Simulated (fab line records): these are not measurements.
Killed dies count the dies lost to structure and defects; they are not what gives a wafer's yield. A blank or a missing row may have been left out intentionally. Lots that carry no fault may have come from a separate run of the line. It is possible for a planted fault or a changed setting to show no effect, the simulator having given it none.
What tool caused it? -- flow n5-finfet -- 24 lots with 72 wafers sampled at 5 steps, on a route of 1938 steps

## WHAT EACH GAUGE READ, for each wafer
N5_BEOL_M5_RS_MEAS_57: a four-point-probe measurement. Usual: M5_RS gives 0.394 ohm/sq (standard deviation 0.012).
lot,measured,on,M5_RS (ohm/sq),flag
L074,day 8 10:31,film-metro-02,0.411 0.400 0.398,
L075,day 8 12:01,film-metro-02,0.395 0.393 0.408,
L076,day 8 19:02,film-metro-01,0.397 0.386 0.383,
L077,day 8 19:23,film-metro-01,0.408 0.394 0.398,
L078,day 9 08:04,film-metro-02,0.394 0.389 0.398,
L080,day 9 12:46,film-metro-02,0.386 0.396 0.387,
L079,day 9 15:34,film-metro-02,0.378 0.390 0.379,
L081,day 9 17:18,film-metro-01,0.404 0.404 0.403,
L082,day 10 01:03,film-metro-01,0.402 0.387 0.389,
L083,day 10 18:10,film-metro-02,0.379 0.406 0.393,
L084,day 10 23:14,film-metro-01,0.378 0.387 0.407,
L086,day 10 23:31,film-metro-02,0.399 0.386 0.379,
L085,day 11 04:43,film-metro-02,0.393 0.399 0.388,
L087,day 11 13:08,film-metro-01,0.390 0.396 0.405,
L088,day 12 01:44,film-metro-01,0.421 0.391 0.381,
L089,day 12 01:23,film-metro-01,0.407 0.391 0.408,
L090,day 12 06:51,film-metro-01,0.386 0.385 0.383,
L091,day 12 07:03,film-metro-01,0.404 0.384 0.407,
L093,day 13 00:16,film-metro-02,0.394 0.383 0.397,
L092,day 13 06:51,film-metro-02,0.395 0.402 0.411,
L094,day 13 10:37,film-metro-02,0.398 0.404 0.367,
L095,day 14 02:25,film-metro-01,0.380 0.394 0.387,
L096,day 14 15:58,film-metro-01,0.372 0.392 0.370,
L097,day 14 16:11,film-metro-02,0.394 0.394 0.402,

## EACH LOT AND THE TOOL THAT RAN IT (in order: tool; ch and the chambers of the sampled wafers; start)
lot,N5_BEOL_M5_ANNEAL_49,N5_BEOL_M5_ANNEAL_82,N5_BEOL_M5_ANNEAL_89,N5_BEOL_M5_CMP_52
L074,"pvd-sputter-03, day 8 04:42","pvd-sputter-03, day 8 05:47","pvd-sputter-03, day 8 07:58","cmp-03 ch 2,3, day 8 09:46"
L075,"pvd-sputter-01, day 8 06:19","pvd-sputter-01, day 8 07:25","pvd-sputter-01, day 8 09:35","cmp-04 ch 0,1,3, day 8 11:31"
L076,"pvd-sputter-02, day 8 13:41","pvd-sputter-02, day 8 14:47","pvd-sputter-02, day 8 16:57","cmp-04 ch 0,1,3, day 8 18:28"
L077,"pvd-sputter-03, day 8 14:01","pvd-sputter-03, day 8 15:07","pvd-sputter-03, day 8 17:17","cmp-03 ch 0,1,2, day 8 18:47"
L078,"pvd-sputter-03, day 9 02:44","pvd-sputter-03, day 9 03:50","pvd-sputter-03, day 9 06:00","cmp-01 ch 0,3, day 9 07:31"
L080,"pvd-sputter-03, day 9 07:27","pvd-sputter-03, day 9 08:32","pvd-sputter-03, day 9 10:43","cmp-04 ch 0,1, day 9 12:13"
L079,"pvd-sputter-01, day 9 10:15","pvd-sputter-01, day 9 11:20","pvd-sputter-01, day 9 13:31","cmp-04 ch 0,2,3, day 9 15:05"
L081,"pvd-sputter-03, day 9 11:58","pvd-sputter-03, day 9 13:04","pvd-sputter-03, day 9 15:14","cmp-04 ch 0,2, day 9 16:44"
L082,"pvd-sputter-02, day 9 19:21","pvd-sputter-02, day 9 20:26","pvd-sputter-02, day 9 22:37","cmp-04 ch 1,2, day 10 00:30"
L083,"pvd-sputter-02, day 10 12:46","pvd-sputter-02, day 10 13:51","pvd-sputter-02, day 10 16:01","cmp-03 ch 0,1,2, day 10 17:36"
L084,"pvd-sputter-03, day 10 17:55","pvd-sputter-03, day 10 18:59","pvd-sputter-03, day 10 21:10","cmp-03 ch 0,2,3, day 10 22:45"
L086,"pvd-sputter-01, day 10 18:01","pvd-sputter-01, day 10 19:07","pvd-sputter-01, day 10 21:17","cmp-03 ch 0,3, day 10 22:59"
L085,"pvd-sputter-01, day 10 23:23","pvd-sputter-01, day 11 00:28","pvd-sputter-01, day 11 02:39","cmp-03 ch 0,2, day 11 04:09"
L087,"pvd-sputter-01, day 11 07:44","pvd-sputter-01, day 11 08:50","pvd-sputter-01, day 11 11:00","cmp-04 ch 0,2,3, day 11 12:40"
L088,"pvd-sputter-02, day 11 12:19","pvd-sputter-02, day 11 13:24","pvd-sputter-02, day 11 23:40","cmp-04 ch 0,1,2, day 12 01:11"
L089,"pvd-sputter-03, day 11 20:03","pvd-sputter-03, day 11 21:08","pvd-sputter-03, day 11 23:19","cmp-01 ch 1,2,3, day 12 00:54"
L090,"pvd-sputter-01, day 12 01:26","pvd-sputter-01, day 12 02:32","pvd-sputter-01, day 12 04:42","cmp-01 ch 0,2,3, day 12 06:18"
L091,"pvd-sputter-03, day 12 01:44","pvd-sputter-03, day 12 02:49","pvd-sputter-03, day 12 04:59","cmp-01 ch 0,2,3, day 12 06:32"
L093,"pvd-sputter-03, day 12 18:56","pvd-sputter-03, day 12 20:02","pvd-sputter-03, day 12 22:12","cmp-01 ch 1,2,3, day 12 23:43"
L092,"pvd-sputter-01, day 13 01:31","pvd-sputter-01, day 13 02:36","pvd-sputter-01, day 13 04:46","cmp-01 ch 0,2,3, day 13 06:25"
L094,"pvd-sputter-02, day 13 05:17","pvd-sputter-02, day 13 06:22","pvd-sputter-02, day 13 08:32","cmp-01 ch 2,3, day 13 10:03"
L095,"pvd-sputter-01, day 13 21:05","pvd-sputter-01, day 13 22:11","pvd-sputter-01, day 14 00:21","cmp-04 ch 0,1,2, day 14 01:56"
L096,"pvd-sputter-02, day 14 10:38","pvd-sputter-02, day 14 11:44","pvd-sputter-02, day 14 13:54","cmp-04 ch 2,3, day 14 15:27"
L097,"pvd-sputter-03, day 14 10:48","pvd-sputter-03, day 14 11:53","pvd-sputter-03, day 14 14:04","cmp-04 ch 1,2,3, day 14 15:38"
- N5_BEOL_M5_ANNEAL_49: time 1800 s.
- N5_BEOL_M5_ANNEAL_82: time 1800 s.
- N5_BEOL_M5_ANNEAL_89: time 1800 s.
- N5_BEOL_M5_CMP_52: polishes, stops on SiCOH lowk, t overpolish 6.9 s, target thk 62 nm.

## WHAT THE TOOLS THEMSELVES READ (means of the sampled wafers that have a number; where no wafer has one, the mark that the record gives instead)
N5_BEOL_M5_ANNEAL_49. Usual: heater-power-w reads 827 W (standard deviation 95).
lot,tool,heater-power-w (W),flag
L074,pvd-sputter-03,773,
L075,pvd-sputter-01,796,
L076,pvd-sputter-02,834,
L077,pvd-sputter-03,769,
L078,pvd-sputter-03,858,
L080,pvd-sputter-03,777,
L079,pvd-sputter-01,810,
L081,pvd-sputter-03,840,
L082,pvd-sputter-02,829,
L083,pvd-sputter-02,840,
L084,pvd-sputter-03,818,
L086,pvd-sputter-01,769,
L085,pvd-sputter-01,785,
L087,pvd-sputter-01,767,
L088,pvd-sputter-02,864,
L089,pvd-sputter-03,800,
L090,pvd-sputter-01,733,
L091,pvd-sputter-03,819,
L093,pvd-sputter-03,782,
L092,pvd-sputter-01,830,
L094,pvd-sputter-02,870,
L095,pvd-sputter-01,835,
L096,pvd-sputter-02,872,
L097,pvd-sputter-03,834,

N5_BEOL_M5_ANNEAL_82. Usual: heater-power-w reads 827 W (standard deviation 96).
lot,tool,heater-power-w (W),flag
L074,pvd-sputter-03,765,
L075,pvd-sputter-01,809,
L076,pvd-sputter-02,829,
L077,pvd-sputter-03,771,
L078,pvd-sputter-03,864,
L080,pvd-sputter-03,771,
L079,pvd-sputter-01,817,
L081,pvd-sputter-03,869,
L082,pvd-sputter-02,833,
L083,pvd-sputter-02,833,
L084,pvd-sputter-03,805,
L086,pvd-sputter-01,770,
L085,pvd-sputter-01,790,
L087,pvd-sputter-01,768,
L088,pvd-sputter-02,878,
L089,pvd-sputter-03,799,
L090,pvd-sputter-01,743,
L091,pvd-sputter-03,804,
L093,pvd-sputter-03,776,
L092,pvd-sputter-01,808,
L094,pvd-sputter-02,869,
L095,pvd-sputter-01,836,
L096,pvd-sputter-02,871,
L097,pvd-sputter-03,834,

N5_BEOL_M5_ANNEAL_89. Usual: heater-power-w reads 824 W (standard deviation 94).
lot,tool,heater-power-w (W),flag
L074,pvd-sputter-03,767,
L075,pvd-sputter-01,799,
L076,pvd-sputter-02,838,
L077,pvd-sputter-03,775,
L078,pvd-sputter-03,862,
L080,pvd-sputter-03,765,
L079,pvd-sputter-01,797,
L081,pvd-sputter-03,856,
L082,pvd-sputter-02,829,
L083,pvd-sputter-02,849,
L084,pvd-sputter-03,806,
L086,pvd-sputter-01,780,
L085,pvd-sputter-01,791,
L087,pvd-sputter-01,768,
L088,pvd-sputter-02,866,
L089,pvd-sputter-03,783,
L090,pvd-sputter-01,731,
L091,pvd-sputter-03,802,
L093,pvd-sputter-03,774,
L092,pvd-sputter-01,824,
L094,pvd-sputter-02,852,
L095,pvd-sputter-01,822,
L096,pvd-sputter-02,871,
L097,pvd-sputter-03,822,

N5_BEOL_M5_CMP_52. Usual: barrier-field-endpoint-s 24.4 s, standard deviation 0.57; motor-current-A 6.1 A, standard deviation 0.48; overpolish-run-s 6.898 s, standard deviation 0.008; pad-life-wafers 1226, standard deviation 730; time-to-endpoint-s 61.1 s, standard deviation 2.9.
lot,tool,barrier-field-endpoint-s (s),motor-current-A (A),overpolish-run-s (s),pad-life-wafers,time-to-endpoint-s (s),flag
L074,cmp-03,23.4,5.4,6.893,1706,59.2,
L075,cmp-04,24.6,6.1,6.899,1778,66.5,
L076,cmp-04,25.0,6.0,6.902,1849,64.5,
L077,cmp-03,24.5,5.8,6.896,1748,62.0,
L078,cmp-01,24.6,6.8,6.896,810,60.6,
L080,cmp-04,24.5,5.9,6.898,2004,59.0,
L079,cmp-04,24.3,5.9,6.899,2024,61.9,
L081,cmp-04,24.4,6.0,6.893,2035,63.3,
L082,cmp-04,24.0,6.1,6.904,2114,59.3,
L083,cmp-03,25.1,5.9,6.896,2138,65.1,
L084,cmp-03,24.9,5.9,6.899,2,56.4,
L086,cmp-03,24.1,5.9,6.893,8,59.9,
L085,cmp-03,24.3,5.9,6.894,49,60.2,
L087,cmp-04,24.2,5.9,6.893,146,62.7,
L088,cmp-04,24.4,6.1,6.897,229,62.2,
L089,cmp-01,24.1,6.1,6.897,1322,61.4,
L090,cmp-01,24.2,6.6,6.898,1370,60.6,
L091,cmp-01,24.1,6.3,6.901,1376,60.1,
L093,cmp-01,23.7,6.1,6.901,1513,57.8,
L092,cmp-01,24.0,6.5,6.899,1563,58.4,
L094,cmp-01,24.0,6.3,6.910,1586,59.2,
L095,cmp-04,25.6,6.0,6.903,608,62.8,
L096,cmp-04,24.7,6.2,6.895,727,64.0,
L097,cmp-04,24.7,6.3,6.895,733,61.8,

## THE ANSWER, worked out from the rows above alone
Rule: lot off if the mean of its wafers having a number is beyond 3 standard deviations from the usual mean. Also off: a lot with no number at a reading for which 4 or more lots have one. All remaining lots with rows at the step are treated as sound. Order of review: gauges by route order, followed by the tools' own readings, for which a lot's mean as printed above is used. At the first step where some lot is off, the reading lying furthest off is the one used; lots without a number count as furthest.
No lot is off at any reading shown: from this, nothing can be told.

## WHAT THE SIMULATOR PUT IN
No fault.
